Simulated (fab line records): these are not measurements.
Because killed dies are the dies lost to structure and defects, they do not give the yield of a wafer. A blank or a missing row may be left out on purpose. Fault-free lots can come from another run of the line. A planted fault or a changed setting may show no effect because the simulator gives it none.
Which of the tools did it? || flow n5_finfet || 10 lots with 28 wafers sampled at 4 steps, on a route of 1938 steps

WHAT THE GAUGES READ, wafer by wafer
No reading from a measuring or inspecting step in the record can be judged against a usual standard deviation.

WHICH TOOL RAN EACH LOT (tool, then ch and the chambers of the sampled wafers, then the start)
{"lot": "L551", "N5_BEOL_M7_ETCH_65": "rie_diel-03 ch 1,2,3, day 9 01:30", "N5_BEOL_M8_ETCH_61": "rie_diel-06 ch 0,3, day 9 07:22", "N5_BEOL_M8_STRIP_67": "rie_diel-06 ch 0,3, day 9 07:35", "N5_BEOL_M8_HM_OPEN_17": "rie_metal-01 ch 0,1, day 9 07:39"}
{"lot": "L556", "N5_BEOL_M7_ETCH_65": "rie_diel-03 ch 0,2, day 10 08:11", "N5_BEOL_M8_ETCH_61": "rie_diel-02 ch 0,1, day 10 14:02", "N5_BEOL_M8_STRIP_67": "rie_diel-02 ch 0,1, day 10 14:14", "N5_BEOL_M8_HM_OPEN_17": "rie_metal-03 ch 0,1, day 10 14:16"}
{"lot": "L554", "N5_BEOL_M7_ETCH_65": "rie_diel-04 ch 0,2, day 10 10:59", "N5_BEOL_M8_ETCH_61": "rie_diel-05 ch 1,2, day 10 18:25", "N5_BEOL_M8_STRIP_67": "rie_diel-05 ch 1,2, day 10 18:37", "N5_BEOL_M8_HM_OPEN_17": "rie_metal-03 ch 0, day 10 18:40"}
{"lot": "L555", "N5_BEOL_M7_ETCH_65": "rie_diel-04 ch 0,1,2, day 10 11:28", "N5_BEOL_M8_ETCH_61": "rie_diel-05 ch 0,1,3, day 10 18:58", "N5_BEOL_M8_STRIP_67": "rie_diel-05 ch 0,1,3, day 10 19:10", "N5_BEOL_M8_HM_OPEN_17": "rie_metal-01 ch 0,1, day 10 19:12"}
{"lot": "L558", "N5_BEOL_M7_ETCH_65": "rie_diel-03 ch 0,1, day 11 04:47", "N5_BEOL_M8_ETCH_61": "rie_diel-05 ch 0,3, day 11 11:57", "N5_BEOL_M8_STRIP_67": "rie_diel-05 ch 0,3, day 11 12:09", "N5_BEOL_M8_HM_OPEN_17": "rie_metal-01 ch 0,1, day 11 12:11"}
{"lot": "L559", "N5_BEOL_M7_ETCH_65": "rie_diel-03 ch 1, day 11 11:25", "N5_BEOL_M8_ETCH_61": "rie_diel-05 ch 0,1, day 11 16:35", "N5_BEOL_M8_STRIP_67": "rie_diel-05 ch 0,1, day 11 16:47", "N5_BEOL_M8_HM_OPEN_17": "rie_metal-02 ch 0,1, day 11 16:49"}
{"lot": "L567", "N5_BEOL_M7_ETCH_65": "rie_diel-01 ch 0,2,3, day 13 10:10", "N5_BEOL_M8_ETCH_61": "rie_diel-02 ch 1,2,3, day 13 16:20", "N5_BEOL_M8_STRIP_67": "rie_diel-02 ch 1,2,3, day 13 16:32", "N5_BEOL_M8_HM_OPEN_17": "rie_metal-02 ch 0,1, day 13 16:37"}
{"lot": "L569", "N5_BEOL_M7_ETCH_65": "rie_diel-03 ch 1,2, day 13 18:06", "N5_BEOL_M8_ETCH_61": "rie_diel-06 ch 0,1,2, day 13 22:46", "N5_BEOL_M8_STRIP_67": "rie_diel-06 ch 0,1,2, day 13 22:58", "N5_BEOL_M8_HM_OPEN_17": "rie_metal-01 ch 0, day 13 23:03"}
{"lot": "L572", "N5_BEOL_M7_ETCH_65": "rie_diel-04 ch 0,1,3, day 14 18:38", "N5_BEOL_M8_ETCH_61": "rie_diel-06 ch 0,1,2, day 15 01:56", "N5_BEOL_M8_STRIP_67": "rie_diel-06 ch 0,1,2, day 15 02:08", "N5_BEOL_M8_HM_OPEN_17": "rie_metal-02 ch 0,1, day 15 02:11"}
{"lot": "L574", "N5_BEOL_M7_ETCH_65": "rie_diel-03 ch 0,2,3, day 15 04:16", "N5_BEOL_M8_ETCH_61": "rie_diel-02 ch 0,1, day 15 12:19", "N5_BEOL_M8_STRIP_67": "rie_diel-02 ch 0,1, day 15 12:31", "N5_BEOL_M8_HM_OPEN_17": "rie_metal-02 ch 0,1, day 15 12:33"}
- N5_BEOL_M7_ETCH_65: etches SiARC in CF4, target depth 15.6 nm, time 26 s.
- N5_BEOL_M8_ETCH_61: etches SiARC in CF4, target depth 45.5 nm, time 75.8 s.
- N5_BEOL_M8_STRIP_67: strips in CF4.
- N5_BEOL_M8_HM_OPEN_17: chemistry Cl2/BCl3, target TiN, target depth 20 nm, overetch 6 nm.

AS READ BY THE TOOLS THEMSELVES (means over the sampled wafers that have a number; for cases with no such wafer, the mark the record gives instead)
N5_BEOL_M7_ETCH_65.
{"lot": "L551", "tool": "rie_diel-03", "drypump_motor_current_A (A)": 6.0, "etch_rf_on_time_s (s)": 25.8, "oes_product_au (a.u.)": 0.67, "rf_vpp_V (V)": 184.9, "showerhead_plenum_p_Torr (Torr)": 2.21, "throttle_valve_pct (%)": 15.57}
{"lot": "L556", "tool": "rie_diel-03", "drypump_motor_current_A (A)": 5.2, "etch_rf_on_time_s (s)": 25.9, "oes_product_au (a.u.)": 0.62, "rf_vpp_V (V)": 183.7, "showerhead_plenum_p_Torr (Torr)": 2.08, "throttle_valve_pct (%)": 15.62}
{"lot": "L554", "tool": "rie_diel-04", "drypump_motor_current_A (A)": 5.6, "etch_rf_on_time_s (s)": 25.7, "oes_product_au (a.u.)": 0.63, "rf_vpp_V (V)": 184.6, "showerhead_plenum_p_Torr (Torr)": 2.18, "throttle_valve_pct (%)": 15.81}
{"lot": "L555", "tool": "rie_diel-04", "drypump_motor_current_A (A)": 5.6, "etch_rf_on_time_s (s)": 25.8, "oes_product_au (a.u.)": 0.68, "rf_vpp_V (V)": 185.0, "showerhead_plenum_p_Torr (Torr)": 2.17, "throttle_valve_pct (%)": 15.71}
{"lot": "L558", "tool": "rie_diel-03", "drypump_motor_current_A (A)": 5.6, "etch_rf_on_time_s (s)": 26.2, "oes_product_au (a.u.)": 0.61, "rf_vpp_V (V)": 184.0, "showerhead_plenum_p_Torr (Torr)": 2.13, "throttle_valve_pct (%)": 15.65}
{"lot": "L559", "tool": "rie_diel-03", "drypump_motor_current_A (A)": 6.1, "etch_rf_on_time_s (s)": 26.1, "oes_product_au (a.u.)": 0.61, "rf_vpp_V (V)": 185.2, "showerhead_plenum_p_Torr (Torr)": 2.22, "throttle_valve_pct (%)": 15.77}
{"lot": "L567", "tool": "rie_diel-01", "drypump_motor_current_A (A)": 6.2, "etch_rf_on_time_s (s)": 25.4, "oes_product_au (a.u.)": 0.72, "rf_vpp_V (V)": 184.1, "showerhead_plenum_p_Torr (Torr)": 2.14, "throttle_valve_pct (%)": 15.48}
{"lot": "L569", "tool": "rie_diel-03", "drypump_motor_current_A (A)": 5.7, "etch_rf_on_time_s (s)": 26.1, "oes_product_au (a.u.)": 0.60, "rf_vpp_V (V)": 184.4, "showerhead_plenum_p_Torr (Torr)": 2.15, "throttle_valve_pct (%)": 15.81}
{"lot": "L572", "tool": "rie_diel-04", "drypump_motor_current_A (A)": 5.9, "etch_rf_on_time_s (s)": 25.6, "oes_product_au (a.u.)": 0.72, "rf_vpp_V (V)": 184.2, "showerhead_plenum_p_Torr (Torr)": 2.22, "throttle_valve_pct (%)": 15.53}
{"lot": "L574", "tool": "rie_diel-03", "drypump_motor_current_A (A)": 5.7, "etch_rf_on_time_s (s)": 26.0, "oes_product_au (a.u.)": 0.64, "rf_vpp_V (V)": 184.3, "showerhead_plenum_p_Torr (Torr)": 2.14, "throttle_valve_pct (%)": 15.60}

N5_BEOL_M8_ETCH_61.
{"lot": "L551", "tool": "rie_diel-06", "drypump_motor_current_A (A)": 5.8, "etch_rf_on_time_s (s)": 74.9, "oes_product_au (a.u.)": 0.63, "rf_vpp_V (V)": 184.2, "showerhead_plenum_p_Torr (Torr)": 2.15, "throttle_valve_pct (%)": 15.80}
{"lot": "L556", "tool": "rie_diel-02", "drypump_motor_current_A (A)": 6.4, "etch_rf_on_time_s (s)": 75.7, "oes_product_au (a.u.)": 0.64, "rf_vpp_V (V)": 184.5, "showerhead_plenum_p_Torr (Torr)": 2.16, "throttle_valve_pct (%)": 15.44}
{"lot": "L554", "tool": "rie_diel-05", "drypump_motor_current_A (A)": 5.3, "etch_rf_on_time_s (s)": 76.4, "oes_product_au (a.u.)": 0.70, "rf_vpp_V (V)": 184.8, "showerhead_plenum_p_Torr (Torr)": 2.20, "throttle_valve_pct (%)": 15.73}
{"lot": "L555", "tool": "rie_diel-05", "drypump_motor_current_A (A)": 5.3, "etch_rf_on_time_s (s)": 75.7, "oes_product_au (a.u.)": 0.67, "rf_vpp_V (V)": 184.1, "showerhead_plenum_p_Torr (Torr)": 2.15, "throttle_valve_pct (%)": 15.61}
{"lot": "L558", "tool": "rie_diel-05", "drypump_motor_current_A (A)": 5.4, "etch_rf_on_time_s (s)": 47.0, "oes_product_au (a.u.)": 0.89, "rf_vpp_V (V)": 184.8, "showerhead_plenum_p_Torr (Torr)": 2.15, "throttle_valve_pct (%)": 15.50}
{"lot": "L559", "tool": "rie_diel-05", "drypump_motor_current_A (A)": 5.6, "etch_rf_on_time_s (s)": 60.2, "oes_product_au (a.u.)": 0.84, "rf_vpp_V (V)": 184.6, "showerhead_plenum_p_Torr (Torr)": 2.12, "throttle_valve_pct (%)": 15.57}
{"lot": "L567", "tool": "rie_diel-02", "drypump_motor_current_A (A)": 6.1, "etch_rf_on_time_s (s)": 76.6, "oes_product_au (a.u.)": 0.67, "rf_vpp_V (V)": 183.3, "showerhead_plenum_p_Torr (Torr)": 2.17, "throttle_valve_pct (%)": 15.46}
{"lot": "L569", "tool": "rie_diel-06", "drypump_motor_current_A (A)": 5.6, "etch_rf_on_time_s (s)": 76.1, "oes_product_au (a.u.)": 0.70, "rf_vpp_V (V)": 184.2, "showerhead_plenum_p_Torr (Torr)": 2.13, "throttle_valve_pct (%)": 15.80}
{"lot": "L572", "tool": "rie_diel-06", "drypump_motor_current_A (A)": 5.6, "etch_rf_on_time_s (s)": 76.8, "oes_product_au (a.u.)": 0.69, "rf_vpp_V (V)": 184.6, "showerhead_plenum_p_Torr (Torr)": 2.12, "throttle_valve_pct (%)": 15.81}
{"lot": "L574", "tool": "rie_diel-02", "drypump_motor_current_A (A)": 6.5, "etch_rf_on_time_s (s)": 75.5, "oes_product_au (a.u.)": 0.63, "rf_vpp_V (V)": 184.5, "showerhead_plenum_p_Torr (Torr)": 2.19, "throttle_valve_pct (%)": 15.50}

N5_BEOL_M8_STRIP_67.
{"lot": "L551", "tool": "rie_diel-06", "drypump_motor_current_A (A)": 5.8, "oes_product_au (a.u.)": 0.74, "rf_vpp_V (V)": 271.3, "showerhead_plenum_p_Torr (Torr)": 1.80, "throttle_valve_pct (%)": 13.79}
{"lot": "L556", "tool": "rie_diel-02", "drypump_motor_current_A (A)": 6.5, "oes_product_au (a.u.)": 0.76, "rf_vpp_V (V)": 271.1, "showerhead_plenum_p_Torr (Torr)": 1.82, "throttle_valve_pct (%)": 13.45}
{"lot": "L554", "tool": "rie_diel-05", "drypump_motor_current_A (A)": 5.3, "oes_product_au (a.u.)": 0.82, "rf_vpp_V (V)": 272.0, "showerhead_plenum_p_Torr (Torr)": 1.85, "throttle_valve_pct (%)": 13.69}
{"lot": "L555", "tool": "rie_diel-05", "drypump_motor_current_A (A)": 5.3, "oes_product_au (a.u.)": 0.79, "rf_vpp_V (V)": 270.7, "showerhead_plenum_p_Torr (Torr)": 1.81, "throttle_valve_pct (%)": 13.60}
{"lot": "L558", "tool": "rie_diel-05", "drypump_motor_current_A (A)": 5.3, "oes_product_au (a.u.)": 0.77, "rf_vpp_V (V)": 272.3, "showerhead_plenum_p_Torr (Torr)": 1.80, "throttle_valve_pct (%)": 13.51}
{"lot": "L559", "tool": "rie_diel-05", "drypump_motor_current_A (A)": 5.6, "oes_product_au (a.u.)": 0.82, "rf_vpp_V (V)": 270.0, "showerhead_plenum_p_Torr (Torr)": 1.78, "throttle_valve_pct (%)": 13.54}
{"lot": "L567", "tool": "rie_diel-02", "drypump_motor_current_A (A)": 6.0, "oes_product_au (a.u.)": 0.80, "rf_vpp_V (V)": 272.1, "showerhead_plenum_p_Torr (Torr)": 1.82, "throttle_valve_pct (%)": 13.46}
{"lot": "L569", "tool": "rie_diel-06", "drypump_motor_current_A (A)": 5.6, "oes_product_au (a.u.)": 0.82, "rf_vpp_V (V)": 269.9, "showerhead_plenum_p_Torr (Torr)": 1.79, "throttle_valve_pct (%)": 13.75}
{"lot": "L572", "tool": "rie_diel-06", "drypump_motor_current_A (A)": 5.6, "oes_product_au (a.u.)": 0.81, "rf_vpp_V (V)": 270.4, "showerhead_plenum_p_Torr (Torr)": 1.78, "throttle_valve_pct (%)": 13.78}
{"lot": "L574", "tool": "rie_diel-02", "drypump_motor_current_A (A)": 6.5, "oes_product_au (a.u.)": 0.74, "rf_vpp_V (V)": 271.7, "showerhead_plenum_p_Torr (Torr)": 1.84, "throttle_valve_pct (%)": 13.53}

N5_BEOL_M8_HM_OPEN_17.
{"lot": "L551", "tool": "rie_metal-01", "drypump_motor_current_A (A)": 5.92, "he_backside_leak_sccm (sccm)": 3.40, "oes_product_au (a.u.)": 0.74, "throttle_valve_pct (%)": 22.02}
{"lot": "L556", "tool": "rie_metal-03", "drypump_motor_current_A (A)": 5.91, "he_backside_leak_sccm (sccm)": 3.33, "oes_product_au (a.u.)": 0.58, "throttle_valve_pct (%)": 22.11}
{"lot": "L554", "tool": "rie_metal-03", "drypump_motor_current_A (A)": 5.99, "he_backside_leak_sccm (sccm)": 3.39, "oes_product_au (a.u.)": 0.58, "throttle_valve_pct (%)": 21.96}
{"lot": "L555", "tool": "rie_metal-01", "drypump_motor_current_A (A)": 6.15, "he_backside_leak_sccm (sccm)": 3.44, "oes_product_au (a.u.)": 0.69, "throttle_valve_pct (%)": 22.02}
{"lot": "L558", "tool": "rie_metal-01", "drypump_motor_current_A (A)": 6.05, "he_backside_leak_sccm (sccm)": 3.35, "oes_product_au (a.u.)": 0.71, "throttle_valve_pct (%)": 22.03}
{"lot": "L559", "tool": "rie_metal-02", "drypump_motor_current_A (A)": 5.46, "he_backside_leak_sccm (sccm)": 3.26, "oes_product_au (a.u.)": 0.68, "throttle_valve_pct (%)": 22.18}
{"lot": "L567", "tool": "rie_metal-02", "drypump_motor_current_A (A)": 5.41, "he_backside_leak_sccm (sccm)": 3.21, "oes_product_au (a.u.)": 0.68, "throttle_valve_pct (%)": 22.24}
{"lot": "L569", "tool": "rie_metal-01", "drypump_motor_current_A (A)": 5.72, "he_backside_leak_sccm (sccm)": 3.54, "oes_product_au (a.u.)": 0.74, "throttle_valve_pct (%)": 22.05}
{"lot": "L572", "tool": "rie_metal-02", "drypump_motor_current_A (A)": 5.43, "he_backside_leak_sccm (sccm)": 3.34, "oes_product_au (a.u.)": 0.67, "throttle_valve_pct (%)": 22.24}
{"lot": "L574", "tool": "rie_metal-02", "drypump_motor_current_A (A)": 5.41, "he_backside_leak_sccm (sccm)": 3.32, "oes_product_au (a.u.)": 0.68, "throttle_valve_pct (%)": 22.24}

THE ANSWER, worked out from the rows above alone
Rule: usual is defined by the lots themselves. Put in order of their means at a reading, lots are off if they are a third of the lots or fewer, leave a main group of 4 or more, and stand apart from it by a gap of 3 or more times the standard deviation of the main group's means; of several such gaps the widest counts. A main group whose means are all the same, to the digits that the tables above print for the reading, isn't used. Also off: a lot with no number at a reading for which 4 or more lots have one. Where the step has rows for the other lots, those lots are counted as sound. Order of review: gauges by route order, followed by the tools' own readings, for which a lot's mean as printed above is used. The first step at which some lot is off is used, and at that step the reading that is off furthest; a lot without a number counts as furthest.
Off: L558, L559, at N5_BEOL_M8_ETCH_61 (etch_rf_on_time_s). For the main group the mean is 76.0 s and the standard deviation 0.59.
If a tool, at that step or one of the process steps before it, ran each lot that is off and ran no sound lot following the first of them, it fits. One candidate fits, namely rie_diel-05 at N5_BEOL_M8_ETCH_61. A fault onset in the window from L555 (day 10 18:58, its last sound lot) to L558 (day 11 11:57, its first lot off) fits.
The tool's own readings at N5_BEOL_M8_ETCH_61 bear it out: on the lots that are off they differ by more than 5 times the standard deviation of the sound lots' means. etch_rf_on_time_s reads 53.6 s there against 76.0 s on the sound lots; oes_product_au reads 0.86 a.u. there against 0.67 a.u. on the sound lots.

WHAT WAS PUT IN BY THE SIMULATOR
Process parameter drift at N5_BEOL_M8_ETCH_61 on rie_diel-05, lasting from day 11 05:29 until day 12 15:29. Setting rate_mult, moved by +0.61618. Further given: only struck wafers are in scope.
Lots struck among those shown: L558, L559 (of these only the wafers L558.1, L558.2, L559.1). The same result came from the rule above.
